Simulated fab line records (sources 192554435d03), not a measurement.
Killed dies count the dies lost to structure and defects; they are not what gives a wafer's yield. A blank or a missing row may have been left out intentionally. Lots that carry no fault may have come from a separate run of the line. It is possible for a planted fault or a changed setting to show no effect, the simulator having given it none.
fab line records	flow n5-finfet
record lots=5	wafers=15	last-day=20
route steps=1938 shown START@1 ZERO_LAYER@2 WELL_APT@20 BEOL_M4@1111 PASSIVATION@1936
lots that met no fault: taken from a fault-free run of the same line
start-h: hours from the record's first day to the start of the lot's first wafer shown	wait-h: hours elapsed since this lot's preceding step	" same as the row above	L1.1+2: a single row standing in for several wafers	- either no value or no given start	* or withheld: withheld	< > ~ a bound
route shown NAME@n: a module of which the file shows steps, and the number in the route of the first	usual: the fault-free wafers' mean and standard deviation	same: alike in all rows	chamber/n: place in a boat	sites: readings site by site	_std_site: the values' standard deviation	_edge_site: mean of outer sites minus mean of inner sites	radius-mm: for every site, how far away it sits from the centre of the wafer	mask NAME#n: copy n	behind: the last tool/chamber to shape the wafer	hold: reason for holding the lot/hours on hold/outcome of the hold	device: which transistor (n, p or np) failed to switch	end of line: at the end of the route, the tests of the same wafers	for a step that has no rows: nothing shown but its recipe	killed: dies lost to structure and defects at the first sort, not the wafer's yield	map: shows each die of a wafer: x if killed, . if not, _ if none is there
set.NAME: setting as actually run; set.NAME@STEP: the setting as run at that earlier step	model.NAME: the simulator's own value behind a step, which no gauge read
a table for each step, a row for each wafer; lots at some steps of the route
services: the hour from which a tool's chamber was out of use, counted from the record's first day as start-h (under 0 if before that day), plus the number of hours and why
## steps
# step N5_START_INSPECT_01
# recipe inspect-instrument=unpatterned-scan	mode=incoming
# usual raw-defect-count=6/3.6
lot.wafer	tool	chamber	start-h	wait-h	raw-defect-count
L715.1	defect-inspect-01	-	30.03	-	7
L715.4	"	-	"	"	8
L715.6	"	-	"	"	10
L718.1	defect-inspect-01	-	48.03	-	3
L718.3	"	-	"	"	3
L718.6	"	-	"	"	3
L721.1	defect-inspect-02	-	66.03	-	4
L721.4	"	-	"	"	5
L721.5	"	-	"	"	5
L727.3	defect-inspect-02	-	102.03	-	4
L727.5	"	-	"	"	2
L727.6	"	-	"	"	7
L730.1	defect-inspect-02	-	120.03	-	0
L730.4	"	-	"	"	4
L730.6	"	-	"	"	4
# step N5_ZERO_LAYER_PRECLEAN_00
# recipe chemistry=SPM	time-s=600	temp-c=120	mix=4:1
# step N5_ZERO_LAYER_SRD_01
# recipe time-s=30	temp-c=23	rinse-liquid=diw	dry=n2-spin	spin-rpm=1500	dry-time-s=30
# step N5_ZERO_LAYER_PECVD_02
# recipe material=SiO2	target-thk-a=100	temp-c=400	precursor=SiH4/N2O	pressure-torr=0.75	rf-w=275	time-s=6
# usual heater-power-w=809/84	showerhead-plenum-p-Torr=8.13/0.095
lot.wafer	tool	chamber	start-h	wait-h	heater-power-w	showerhead-plenum-p-Torr	model.SiO2_of_ZERO_LAYER_PECVD_02.thk-nm
L715.1	pecvd-04	0	30.28	0.0	856	8.18	9.957
L715.4	"	2	"	"	905	8.08	10.34
L715.6	"	0	"	"	856	8.21	10.05
L718.1	pecvd-01	1	48.47	0.0	756	8.28	10.04
L718.3	"	2	"	"	860	8.14	9.849
L718.6	"	1	"	"	755	8.28	10.25
L721.1	pecvd-04	0	66.28	0.0	877	8.16	9.719
L721.4	"	1	"	"	801	8.22	6.008
L721.5	"	2	"	"	800	8.07	10.25
L727.3	pecvd-02	2	102.28	0.0	930	7.98	9.959
L727.5	"	2	"	"	893	7.98	10.19
L727.6	"	0	"	"	718	8.11	9.992
L730.1	pecvd-01	0	120.28	0.0	661	8.03	9.792
L730.4	"	1	"	"	815	8.28	10.11
L730.6	"	0	"	"	674	8.00	9.96
# step N5_ZERO_LAYER_HMDS_04
# recipe time-s=60	temp-c=120
# step N5_ZERO_LAYER_COAT_05
# recipe spin-rpm=1500	resist-thk-nm=1000
# step N5_ZERO_LAYER_EBR_07
# recipe solvent=PGMEA	ebr-width-mm=1.5
# step N5_ZERO_LAYER_SOFTBAKE_06
# recipe temp-c=100	time-s=90
# step N5_ZERO_LAYER_EXPOSE_08
# recipe mask-id=ZERO	na=0.55	source-shape=conventional	sigma-outer=0.8	polarization=unpolarized	defocus-nm=0	target-cd-nm=2000	dose-mj=16.2
# step N5_ZERO_LAYER_PEB_09
# recipe peb-temp-c=withheld	peb-time-s=*
# step N5_ZERO_LAYER_DEVELOP_10
# recipe develop-time-s=60	rinse-liquid=diw	dry=air-spin	dev-temp-c=21
# step N5_ZERO_LAYER_HARDBAKE_23
# recipe temp-c=130	time-s=120
# step N5_ZERO_LAYER_CD_MEAS_11
# recipe target-cd-nm=2000	landing-energy-ev=500	detector=se-inlens
# usual cd-nm=1998.3/2.8
lot.wafer	tool	chamber	start-h	wait-h	cd-nm
L715.1	cd-sem-03	0	30.77	-	1999.2
L715.4	"	0	"	"	2000.9
L715.6	"	0	"	"	1996.5
L718.1	cd-sem-03	0	48.96	-	2000.2
L718.3	"	0	"	"	2005.2
L718.6	"	0	"	"	2001.6
L721.1	cd-sem-02	0	66.77	-	1995.0
L721.4	"	0	"	"	1995.1
L721.5	"	0	"	"	1996.3
L727.3	cd-sem-02	0	102.77	-	1995.5
L727.5	"	0	"	"	1996.1
L727.6	"	0	"	"	1996.3
L730.1	cd-sem-02	0	120.77	-	1991.1
L730.4	"	0	"	"	1995.1
L730.6	"	0	"	"	1993.8
# step N5_ZERO_LAYER_DESCUM_16
# recipe chemistry=O2	time-s=7.9	source-power-w=50	bias-power-w=20	pressure-mtorr=20	rf-frequency-hz=2.712e+07	temp-c=40	o2-flow-sccm=225
# usual drypump-motor-current-A=5.6/0.5	oes-product-au=0.78/0.064	rf-vpp-V=243.4/1.6	showerhead-plenum-p-Torr=2.11/0.09	throttle-valve-pct=20.46/0.23
lot.wafer	tool	chamber	start-h	wait-h	drypump-motor-current-A	oes-product-au	rf-hours-counter-h	rf-vpp-V	showerhead-plenum-p-Torr	throttle-valve-pct
L715.1	rie-diel-05	2	30.80	0.0	6.1	0.82	90	244.8	2.20	20.23
L715.4	"	0	"	"	4.9	0.75	137	243.3	2.02	20.58
L715.6	"	0	"	"	5.0	0.74	-	241.3	2.02	20.58
L718.1	rie-diel-06	2	48.99	0.0	5.6	0.73	183	243.0	2.07	20.28
L718.3	"	3	"	"	6.0	0.67	231	244.1	2.14	20.66
L718.6	"	0	"	"	5.8	0.82	-	242.6	2.08	20.34
L721.1	rie-diel-02	1	66.80	0.0	6.4	0.86	53	245.3	2.24	20.40
L721.4	"	2	"	"	5.1	0.75	187	242.9	2.17	20.42
L721.5	"	2	"	"	5.0	0.75	-	244.2	2.17	20.45
L727.3	rie-diel-05	2	102.80	0.0	6.1	0.81	103	246.0	2.20	20.25
L727.5	"	1	"	"	5.6	0.74	-	245.7	2.14	20.33
L727.6	"	2	"	"	6.1	0.81	-	244.5	2.20	20.26
L730.1	rie-diel-06	3	120.81	0.0	6.1	0.67	243	244.9	2.14	20.69
L730.4	"	0	"	"	5.8	0.82	106	244.8	2.08	20.37
L730.6	"	1	"	"	5.6	0.84	-	244.1	2.22	20.16
# step N5_ZERO_LAYER_ETCH_17
# recipe chemistry=CF4	target=SiO2	target-depth-a=120	time-s=13.3	ion-energy-ev=350	pressure-mtorr=40	source-w=450	bias-w=215	Ar_flow_sccm=100	cf4-flow-sccm=100
# usual bias-w=215.0/0.71	drypump-motor-current-A=5.6/0.5	mfc-ar-sccm=100.01/0.3	oes-product-au=0.77/0.055	rf-vpp-V=950/5.1	showerhead-plenum-p-Torr=2.16/0.086	throttle-valve-pct=15.70/0.21
lot.wafer	tool	chamber	start-h	wait-h	bias-w	drypump-motor-current-A	mfc-ar-sccm	oes-product-au	rf-hours-counter-h	rf-vpp-V	showerhead-plenum-p-Torr	throttle-valve-pct
L715.1	rie-diel-05	2	30.84	0.0	215.6	6.1	100.36	0.82	90	955	2.26	15.52
L715.4	"	0	"	"	215.0	5.0	100.15	0.74	137	944	2.07	15.72
L715.6	"	0	"	"	215.7	5.0	100.13	0.73	-	945	2.07	15.74
L718.1	rie-diel-06	2	49.03	0.0	215.9	5.6	99.80	0.73	183	948	2.15	15.65
L718.3	"	3	"	"	214.7	6.0	99.73	0.70	231	952	2.20	15.90
L718.6	"	0	"	"	215.5	5.8	100.00	0.79	-	950	2.15	15.75
L721.1	rie-diel-02	1	66.84	0.0	215.6	6.4	100.05	0.85	53	956	2.26	15.48
L721.4	"	2	"	"	216.1	5.0	99.74	0.73	187	952	2.21	15.66
L721.5	"	2	"	"	215.3	5.0	99.72	0.73	-	953	2.21	15.66
L727.3	rie-diel-05	2	102.84	0.0	215.1	6.1	99.53	0.81	103	955	2.26	15.54
L727.5	"	1	"	"	216.2	5.6	100.22	0.72	-	953	2.22	15.81
L727.6	"	2	"	"	214.8	6.1	99.90	0.81	-	955	2.26	15.54
L730.1	rie-diel-06	3	120.84	0.0	215.0	6.1	100.04	0.70	243	953	2.19	15.93
L730.4	"	0	"	"	214.9	5.8	100.07	0.79	106	950	2.15	15.77
L730.6	"	1	"	"	213.2	5.6	99.75	0.85	-	956	2.25	15.26
# step N5_ZERO_LAYER_ETCH_18
# recipe chemistry=HBr/Cl2	target=Si	target-depth-a=1200	time-s=40	pressure-mtorr=10	icp-w=800	bias-w=75	HBr_flow_sccm=150	Cl2_flow_sccm=80
# usual bias-w=75.00/0.21	drypump-motor-current-A=5.8/0.46	oes-product-au=0.998/0.016	throttle-valve-pct=36.4/0.46
lot.wafer	tool	chamber	start-h	wait-h	bias-w	drypump-motor-current-A	oes-product-au	rf-hours-counter-h	throttle-valve-pct
L715.1	rie-si-03	3	30.91	0.0	75.00	5.4	0.982	108	35.8
L715.4	"	0	"	"	75.15	5.8	1.007	15	36.4
L715.6	"	3	"	"	74.69	5.4	0.978	-	35.8
L718.1	rie-si-03	1	49.10	0.0	75.18	5.9	1.014	0	36.3
L718.3	"	3	"	"	75.26	5.4	0.977	108	35.8
L718.6	"	2	"	"	74.99	6.5	0.989	-	36.0
L721.1	rie-si-06	2	66.91	0.0	74.80	5.8	1.000	192	36.3
L721.4	"	0	"	"	75.04	4.8	1.027	8	36.4
L721.5	"	0	"	"	75.16	4.8	1.035	-	36.4
L727.3	rie-si-01	3	102.91	0.0	75.00	5.5	0.976	111	35.7
L727.5	"	1	"	"	74.91	5.4	0.998	-	36.6
L727.6	"	0	"	"	74.99	6.3	1.005	-	37.3
L730.1	rie-si-01	3	120.92	0.0	75.12	5.5	0.979	111	35.7
L730.4	"	2	"	"	75.13	5.3	0.994	2	36.3
L730.6	"	1	"	"	74.92	5.3	0.996	-	36.6
# step N5_ZERO_LAYER_STRIP_24
# recipe chemistry=O2	power-w=1000	temp-c=250	overash-fraction=0.3	pressure-mtorr=1000	o2-flow-sccm=6750
# usual drypump-motor-current-A=6.2/0.33	heater-power-w=302/16	oes-product-au=0.647/0.0043	strip-time-to-endpoint-s=43.88/0.14
lot.wafer	tool	chamber	start-h	wait-h	drypump-motor-current-A	heater-power-w	oes-product-au	rf-hours-counter-h	strip-time-to-endpoint-s
L715.1	plasma-asher-01	1	31.02	0.1	5.7	323	0.648	83	43.64
L715.4	"	1	"	"	5.8	323	0.645	-	43.56
L715.6	"	1	"	"	5.8	319	0.649	-	43.65
L718.1	plasma-asher-01	0	49.21	0.1	6.6	309	0.647	86	43.81
L718.3	"	0	"	"	6.6	293	0.648	-	43.85
L718.6	"	0	"	"	6.6	307	0.644	-	43.74
L721.1	plasma-asher-02	0	67.02	0.1	5.9	286	0.650	30	43.91
L721.4	"	0	"	"	5.9	289	0.643	-	43.74
L721.5	"	0	"	"	5.9	290	0.651	-	43.87
L727.3	plasma-asher-02	1	103.08	0.1	6.4	293	0.642	-	43.74
L727.5	"	0	"	"	5.9	290	0.651	-	43.89
L727.6	"	1	"	"	6.4	285	0.643	-	43.90
L730.1	plasma-asher-01	0	121.02	0.1	6.6	303	0.647	101	44.01
L730.4	"	0	"	"	6.6	307	0.649	-	43.97
L730.6	"	1	"	"	5.8	327	0.647	-	44.09
# step N5_ZERO_LAYER_STRIP_19
# recipe chemistry=SPM	time-s=900	temp-c=130	h2so4-h2o2-vol-ratio=4	dry=ipa-marangoni
# step N5_ZERO_LAYER_INSPECT_20
# recipe inspect-instrument=darkfield	mode=post-clean
# usual raw-defect-count=33/13
lot.wafer	tool	chamber	start-h	wait-h	raw-defect-count
L715.1	defect-inspect-01	-	31.67	0.0	42
L715.4	"	-	"	"	32
L715.6	"	-	"	"	19
L718.1	defect-inspect-02	-	49.57	0.0	29
L718.3	"	-	"	"	34
L718.6	"	-	"	"	29
L721.1	defect-inspect-02	-	67.38	0.0	15
L721.4	"	-	"	"	26
L721.5	"	-	"	"	32
L727.3	defect-inspect-01	-	103.42	0.0	47
L727.5	"	-	"	"	44
L727.6	"	-	"	"	58
L730.1	defect-inspect-01	-	121.38	0.0	43
L730.4	"	-	"	"	19
L730.6	"	-	"	"	30
# step N5_WELL_APT_HMDS_01
# recipe time-s=60	temp-c=120
# step N5_WELL_APT_COAT_02
# recipe spin-rpm=1357	resist-thk-nm=950
# step N5_WELL_APT_EBR_04
# recipe solvent=PGMEA	ebr-width-mm=1.5
# step N5_WELL_APT_SOFTBAKE_03
# recipe temp-c=130	time-s=60
# step N5_WELL_APT_EXPOSE_05
# recipe mask-id=NWELL	na=0.8	source-shape=conventional	sigma-outer=0.8	polarization=unpolarized	defocus-nm=0	target-cd-nm=200	dose-mj=20.3
# step N5_WELL_APT_PEB_06
# recipe peb-temp-c=130	peb-time-s=90
# step N5_WELL_APT_DEVELOP_07
# recipe develop-time-s=45	rinse-liquid=surfactant-rinse	dry=air-spin	dev-temp-c=21
# step N5_WELL_APT_HARDBAKE_12
# recipe temp-c=130	time-s=120
# step N5_WELL_APT_CD_MEAS_08
# recipe target-cd-nm=200	landing-energy-ev=500	detector=se-inlens
# usual cd-nm=199.6/2.3
lot.wafer	tool	chamber	start-h	wait-h	cd-nm
L715.1	cd-sem-01	0	32.10	-	197.4
L715.4	"	0	"	"	196.8
L715.6	"	0	"	"	199.3
L718.1	cd-sem-02	0	50.00	-	196.1
L718.3	"	0	"	"	199.3
L718.6	"	0	"	"	200.5
L721.1	cd-sem-03	0	67.81	-	197.0
L721.4	"	0	"	"	199.3
L721.5	"	0	"	"	200.1
L727.3	cd-sem-01	0	103.85	-	200.8
L727.5	"	0	"	"	201.9
L727.6	"	0	"	"	200.5
L730.1	cd-sem-01	0	121.81	-	198.4
L730.4	"	0	"	"	197.9
L730.6	"	0	"	"	198.2
# step N5_WELL_APT_OVL_MEAS_09
# recipe points-per-wafer=44
# usual NWELL_OVL=4/4.4
lot.wafer	tool	chamber	start-h	wait-h	NWELL_OVL[nm]
L715.1	overlay-01	0	32.13	0.0	-3
L715.4	"	0	"	"	3
L715.6	"	0	"	"	3
L718.1	overlay-02	0	50.03	0.0	4
L718.3	"	0	"	"	-6
L718.6	"	0	"	"	2
L721.1	overlay-01	0	67.84	0.0	0
L721.4	"	0	"	"	8
L721.5	"	0	"	"	-1
L727.3	overlay-01	0	103.88	0.0	6
L727.5	"	0	"	"	1
L727.6	"	0	"	"	3
L730.1	overlay-02	0	121.84	0.0	13
L730.4	"	0	"	"	2
L730.6	"	0	"	"	6
# step N5_WELL_APT_INSPECT_10
# recipe mode=adi	inspect-instrument=macro
# usual raw-defect-count=2.0/1.6
lot.wafer	tool	chamber	start-h	wait-h	raw-defect-count
L715.1	defect-inspect-01	-	32.15	0.0	2
L715.4	"	-	"	"	2
L715.6	"	-	"	"	3
L718.1	defect-inspect-01	-	50.05	0.0	2
L718.3	"	-	"	"	2
L718.6	"	-	"	"	6
L721.1	defect-inspect-01	-	67.86	0.0	3
L721.4	"	-	"	"	4
L721.5	"	-	"	"	4
L727.3	defect-inspect-02	-	103.91	0.0	2
L727.5	"	-	"	"	4
L727.6	"	-	"	"	0
L730.1	defect-inspect-02	-	121.86	0.0	2
L730.4	"	-	"	"	3
L730.6	"	-	"	"	5
# step N5_WELL_APT_DESCUM_13
# recipe chemistry=O2	time-s=7.9	source-power-w=50	bias-power-w=20	pressure-mtorr=20	rf-frequency-hz=2.712e+07	temp-c=40	o2-flow-sccm=225
# usual drypump-motor-current-A=5.65/0.23	oes-product-au=0.76/0.067	rf-vpp-V=243.2/1.2	showerhead-plenum-p-Torr=2.11/0.064	throttle-valve-pct=20.53/0.25
lot.wafer	tool	chamber	start-h	wait-h	drypump-motor-current-A	oes-product-au	rf-hours-counter-h	rf-vpp-V	showerhead-plenum-p-Torr	throttle-valve-pct
L715.1	rie-diel-04	1	32.19	0.0	5.90	0.70	222	243.1	2.07	20.67
L715.4	"	2	"	"	5.44	0.71	195	244.1	2.17	20.42
L715.6	"	0	"	"	5.86	0.71	-	244.2	2.08	20.94
L718.1	rie-diel-03	2	50.31	0.3	6.00	0.79	129	243.0	2.18	20.33
L718.3	"	3	"	"	5.66	0.83	97	241.5	1.99	20.05
L718.6	"	0	"	"	5.52	0.72	-	243.3	2.10	20.52
L721.1	rie-diel-01	1	67.89	0.0	5.59	0.89	30	245.5	2.19	20.25
L721.4	"	2	"	"	5.64	0.77	124	245.0	2.10	20.74
L721.5	"	2	"	"	5.64	0.78	-	243.1	2.10	20.72
L727.3	rie-diel-04	1	104.01	0.1	5.90	0.70	237	242.3	2.07	20.70
L727.5	"	1	"	"	5.91	0.70	-	242.3	2.07	20.71
L727.6	"	2	"	"	5.39	0.69	-	243.2	2.17	20.46
L730.1	rie-diel-04	2	121.90	0.0	5.42	0.69	215	245.2	2.16	20.44
L730.4	"	3	"	"	5.23	0.76	144	244.6	2.19	20.84
L730.6	"	3	"	"	5.22	0.76	-	243.7	2.19	20.83
# step N5_WELL_APT_IMPLANT_14
# recipe species=P	energy-kev=160	dose-cm2=1.5e+13	tilt-deg=0	rotation-deg=0
# step N5_WELL_APT_IMPLANT_15
# recipe species=As	energy-kev=25	dose-cm2=1.5e+13	tilt-deg=0	rotation-deg=0
# step N5_BEOL_M4_RC_MEAS_101
# usual CJ_N=4.32/0.089	DIBL_N=36.1/2.3	DIBL_P=36/3.2	IOFF_N=0.16/0.045	IOFF_P=0.21/0.049	ION_N=674/14	ION_P=462/8.4	SS_N=71.6/0.83	SS_P=73.2/0.87	VT_N=249/3.8	VT_P=-250/3.4
lot.wafer	tool	chamber	start-h	wait-h	CJ_N	DIBL_N[mV/V]	DIBL_P[mV/V]	IOFF_N[nA/um]	IOFF_P[nA/um]	ION_N[uA/um]	ION_P[uA/um]	SS_N[mV/dec]	SS_P[mV/dec]	VT_N[mV]	VT_P[mV]
L715.1	prober-01	0	259.92	0.0	4.30	38.4	42	0.23	0.32	695	476	71.7	74.3	243	-244
L715.4	"	0	"	"	4.37	33.2	34	0.12	0.17	682	471	70.8	72.6	252	-250
L715.6	"	0	"	"	4.28	40.3	43	0.27	0.34	689	469	72.4	74.6	239	-244
L718.1	prober-02	0	277.54	0.0	4.40	35.4	34	0.16	0.17	680	456	71.3	72.7	249	-253
L718.3	"	0	"	"	4.35	34.4	35	0.15	0.20	681	465	70.9	72.7	247	-251
L718.6	"	0	"	"	4.30	34.6	35	0.14	0.18	670	453	71.6	72.9	248	-253
L721.1	prober-01	0	313.45	0.0	4.43	33.5	33	0.12	0.18	649	449	71.8	73.2	255	-251
L721.4	"	0	"	"	3.99	31.6	31	0.10	0.15	664	462	69.9	72.0	255	-253
L721.5	"	0	"	"	4.39	32.1	31	0.10	0.15	642	447	71.7	72.7	258	-252
L727.3	prober-01	0	345.01	0.3	4.34	38.0	39	0.21	0.23	681	458	72.3	73.6	245	-250
L727.5	"	0	"	"	4.43	40.4	42	0.27	0.27	700	467	72.8	74.4	240	-249
L727.6	"	0	"	"	4.32	35.0	35	0.14	0.18	661	450	70.6	72.9	251	-252
L730.1	prober-02	0	355.51	0.0	4.21	32.8	31	0.12	0.17	675	467	70.1	72.3	249	-251
L730.4	"	0	"	"	4.25	38.0	37	0.21	0.26	693	476	71.4	73.5	242	-247
L730.6	"	0	"	"	4.31	34.9	34	0.16	0.22	682	478	70.3	73.2	245	-246
# step N5_PASSIVATION_PROBE_49
# usual defect-limited-yield=90.9/1.6	killed_at_M0_to_M3=37/11	killed_at_M4_up=15/5.6	killed-at-contacts=13/6.4	killed-at-front-end=39/11	killed-at-other=4/3.1	killed-dies=107/19	killed-on-rim=14/4.3	killed-open=71/14	killed-short=34/7.8	sort_bin_4_leakage=0.01/0.053	sort_bin_5_function=5.3/1	sort_bin_6_memory=3.4/0.72	sort_bin_8_speed=0.0/0.42	sort-n-pass=1072/20	sort-yield-pct=90.9/1.7
# same gross-dies=1180	killed-at-back-side=0
lot.wafer	tool	chamber	start-h	wait-h	defect-limited-yield[%]	killed_at_M0_to_M3	killed_at_M4_up	killed-at-contacts	killed-at-front-end	killed-at-other	killed-dies	killed-on-rim	killed-open	killed-short	sort_bin_4_leakage[%]	sort_bin_5_function[%]	sort_bin_6_memory[%]	sort_bin_8_speed[%]	sort-n-pass	sort-yield-pct[%]
L715.1	prober-02	-	368.43	0.0	88.1	43	17	17	55	8	140	15	88	48	0	6.5	4.2	0	1040	88.1
L715.4	prober-02	-	368.58	0.2	89.4	39	19	15	50	2	125	19	68	52	0	6.4	3.6	0	1055	89.4
L715.6	prober-02	-	368.68	0.3	90.4	40	19	15	32	7	113	13	74	32	0.17	4.3	4.9	0	1065	90.3
L718.1	prober-02	-	395.28	0.0	92.3	23	18	27	21	2	91	14	64	25	0	4.3	3.0	0	1089	92.3
L718.3	prober-02	-	395.38	0.1	93.8	26	14	4	27	2	73	19	47	23	0	3.1	3.0	0	1107	93.8
L718.6	prober-02	-	395.53	0.3	92.5	34	15	21	14	4	88	15	64	21	0	4.6	2.7	0	1092	92.5
L721.1	prober-02	-	434.91	0.0	89.9	38	15	15	49	2	119	18	79	40	0	6.3	3.6	0	1061	89.9
L721.4	prober-02	-	435.06	0.2	92.5	30	19	20	20	0	89	7	59	27	0	3.8	3.5	0	1091	92.5
L721.5	prober-02	-	435.11	0.2	92.3	28	15	15	32	1	91	9	64	24	0	4.0	3.6	0.3	1086	92.0
L727.3	prober-02	-	467.70	0.1	92.7	34	3	10	38	1	86	15	53	33	0	4.3	2.5	0	1094	92.7
L727.5	prober-02	-	467.80	0.2	91.4	33	20	9	37	2	101	12	71	29	0	5.2	3.1	0	1079	91.4
L727.6	prober-02	-	467.85	0.3	93.2	19	15	6	38	2	80	2	47	29	0	3.5	2.9	0	1100	93.2
L730.1	prober-02	-	491.52	0.0	90.1	24	18	18	56	1	117	10	69	48	0	6.3	3.4	0	1063	90.1
L730.4	prober-02	-	491.67	0.2	89.4	22	17	15	68	3	125	13	86	36	0	6.6	3.7	0	1055	89.4
L730.6	prober-02	-	491.77	0.3	92.3	11	20	15	38	7	91	14	59	32	0	5.3	2.0	0	1089	92.3
# killed by level:class
L715.1 FIN_SAQP:geometric-particle:open=22 FIN_SAQP:geometric-particle:short=15 MOL_CONTACT_COAG:geometric-particle:open=13 BEOL_M3:geometric-particle:open=11 BEOL_M0_SAQP:geometric-particle:open=10 BEOL_M0_SAQP:geometric-particle:short=10 BEOL_M4:geometric-particle:open=8 STI_FIN_REVEAL:geometric-particle:open=5
L715.4 FIN_SAQP:geometric-particle:short=15 BEOL_M0_SAQP:geometric-particle:short=12 FIN_SAQP:geometric-particle:open=11 MOL_CONTACT_COAG:geometric-particle:open=11 BEOL_M0_SAQP:geometric-particle:open=11 BEOL_M3:geometric-particle:open=6 BEOL_M4:geometric-particle:open=5 STI_FIN_REVEAL:geometric-particle:open=4
L715.6 MOL_CONTACT_COAG:geometric-particle:open=14 FIN_SAQP:geometric-particle:short=11 BEOL_M3:geometric-particle:open=11 BEOL_M4:geometric-particle:open=11 FIN_SAQP:geometric-particle:open=9 BEOL_M0_SAQP:geometric-particle:open=7 BEOL_M0_SAQP:geometric-particle:short=6 BEOL_M1:geometric-particle:open=5
L718.1 MOL_CONTACT_COAG:geometric-particle:open=24 BEOL_M4:geometric-particle:open=10 FIN_SAQP:geometric-particle:open=7 BEOL_M0_SAQP:geometric-particle:short=6 BEOL_M0_SAQP:geometric-particle:open=4 STI_FIN_REVEAL:geometric-particle:open=3 MOL_CONTACT_COAG:geometric-particle:short=3 BEOL_M1:geometric-particle:open=3
L718.3 FIN_SAQP:geometric-particle:open=6 STI_FIN_REVEAL:geometric-particle:open=5 BEOL_M0_SAQP:geometric-particle:short=5 BEOL_M4:geometric-particle:open=5 BEOL_M0:geometric-particle:open=4 FIN_SAQP:geometric-particle:short=3 MOL_CONTACT_COAG:geometric-particle:open=3 BEOL_M1:geometric-particle:open=3
L718.6 MOL_CONTACT_COAG:geometric-particle:open=17 BEOL_M4:geometric-particle:open=10 BEOL_M1:geometric-particle:open=7 BEOL_M0_SAQP:geometric-particle:short=7 STI_FIN_REVEAL:geometric-particle:open=4 MOL_CONTACT_COAG:geometric-particle:short=4 BEOL_M0_SAQP:geometric-particle:open=4 FIN_SAQP:geometric-particle:open=3
L721.1 BEOL_M2:geometric-particle:open=14 STI_FIN_REVEAL:geometric-particle:open=13 MOL_CONTACT_COAG:geometric-particle:open=11 FIN_SAQP:geometric-particle:short=9 FIN_SAQP:geometric-particle:open=8 BEOL_M3:geometric-particle:open=7 MOL_CONTACT_COAG:geometric-particle:short=4 BEOL_M0_SAQP:geometric-particle:short=4
L721.4 BEOL_M4:geometric-particle:open=14 MOL_CONTACT_COAG:geometric-particle:open=10 MOL_CONTACT_COAG:geometric-particle:short=9 BEOL_M1:geometric-particle:open=6 BEOL_M2:geometric-particle:open=6 STI_FIN_REVEAL:geometric-particle:open=5 BEOL_M0_SAQP:geometric-particle:open=5 BEOL_M3:geometric-particle:open=4
L721.5 MOL_CONTACT_COAG:geometric-particle:open=12 FIN_SAQP:geometric-particle:short=8 BEOL_M3:geometric-particle:open=8 BEOL_M2:geometric-particle:open=6 BEOL_M4:geometric-particle:open=5 FIN_SAQP:geometric-particle:open=4 STI_FIN_REVEAL:geometric-particle:open=4 BEOL_M0_SAQP:geometric-particle:open=4
L727.3 FIN_SAQP:geometric-particle:short=9 MOL_CONTACT_COAG:geometric-particle:open=9 FIN_SAQP:geometric-particle:open=6 DUMMY_GATE:geometric-particle:open=6 BEOL_M1:geometric-particle:short=6 BEOL_M0_SAQP:geometric-particle:open=5 BEOL_M0:geometric-particle:open=5 BEOL_M2:geometric-particle:open=5
L727.5 BEOL_M1:geometric-particle:open=9 BEOL_M4:geometric-particle:open=9 FIN_SAQP:geometric-particle:open=7 BEOL_M2:geometric-particle:open=6 MOL_CONTACT_COAG:geometric-particle:open=6 BEOL_M1:geometric-particle:short=6 FIN_SAQP:geometric-particle:short=5 STI_FIN_REVEAL:geometric-particle:open=4
L727.6 BEOL_M4:geometric-particle:open=9 FIN_SAQP:geometric-particle:short=7 STI_FIN_REVEAL:geometric-particle:open=7 BEOL_M0_SAQP:geometric-particle:short=7 GATE_CUT:geometric-particle:short=5 GATE_CUT:geometric-particle:open=4 MOL_CONTACT_COAG:geometric-particle:open=4 FIN_SAQP:geometric-particle:open=3
L730.1 MOL_CONTACT_COAG:geometric-particle:open=16 FIN_SAQP:geometric-particle:short=13 STI_FIN_REVEAL:geometric-particle:open=10 FIN_SAQP:geometric-particle:open=9 BEOL_M0_SAQP:geometric-particle:short=6 BEOL_M1:geometric-particle:open=5 BEOL_M2:geometric-particle:open=5 BEOL_M4:geometric-particle:open=5
L730.4 FIN_SAQP:geometric-particle:open=19 FIN_SAQP:geometric-particle:short=18 BEOL_M4:geometric-particle:open=14 STI_FIN_REVEAL:geometric-particle:open=13 MOL_CONTACT_COAG:geometric-particle:open=12 BEOL_M0_SAQP:geometric-particle:open=6 BEOL_M3:geometric-particle:open=6 DUMMY_GATE:geometric-particle:open=5
L730.6 MOL_CONTACT_COAG:geometric-particle:open=14 BEOL_M4:geometric-particle:open=14 FIN_SAQP:geometric-particle:short=10 FIN_SAQP:geometric-particle:open=8 STI_FIN_REVEAL:geometric-particle:open=7 MIM_BOT:geometric-particle:short=4 BEOL_M2:geometric-particle:open=3 BEOL_M4:geometric-particle:short=3
## services
tool	chamber	start-h	hours	kind
pecvd-02	1	17.44	4.9	repair
rie-diel-04	2	17.77	6.1	repair
plasma-asher-02	-	21.47	1.7	repair
rie-diel-01	-	34.96	2.1	repair
rie-diel-05	3	36.76	2.9	repair
pecvd-02	2	44.45	6.1	repair
rie-diel-04	-	50.82	2.8	pm
rie-diel-01	0	54.23	13.5	repair
rie-si-03	-	55.34	0.1	repair
rie-diel-03	0	56.45	17.9	repair
pecvd-04	-	61.37	0.5	repair
pecvd-01	-	64.83	2.8	pm
rie-diel-03	3	73.73	36.7	repair
pecvd-02	2	91.69	5.5	scheduled-down
rie-diel-04	3	94.76	1.6	repair
rie-diel-05	-	95.09	0.1	repair
pecvd-02	-	98.74	1.0	repair
pecvd-02	-	106.63	5.5	pm
rie-si-03	2	108.52	10.7	repair
rie-si-03	1	112.46	5.5	repair
rie-diel-01	-	114.20	2.8	pm
rie-diel-03	2	115.16	18.1	repair
## key
first-sign step=N5_BEOL_M4_RC_MEAS_101	reading=CJ_N	direction=down	sigmas=3.6	usual=4.32	struck=3.99
effect none on later readings
model-effect step=N5_ZERO_LAYER_PECVD_02	value=SiO2_of_ZERO_LAYER_PECVD_02.thk-nm	without=9.99	struck=6.008
met-at N5_ZERO_LAYER_PECVD_02
struck-wafers L721.4
onset-between 30.28 66.28
fault kind=process-parameter-drift	tool=pecvd-04	chamber=-	onset-h=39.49	steps=N5_ZERO_LAYER_PECVD_02	channel=time-s	offset=*	shape=step	end-h=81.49	scope=struck-wafers-only	acts-in=*	stated=*
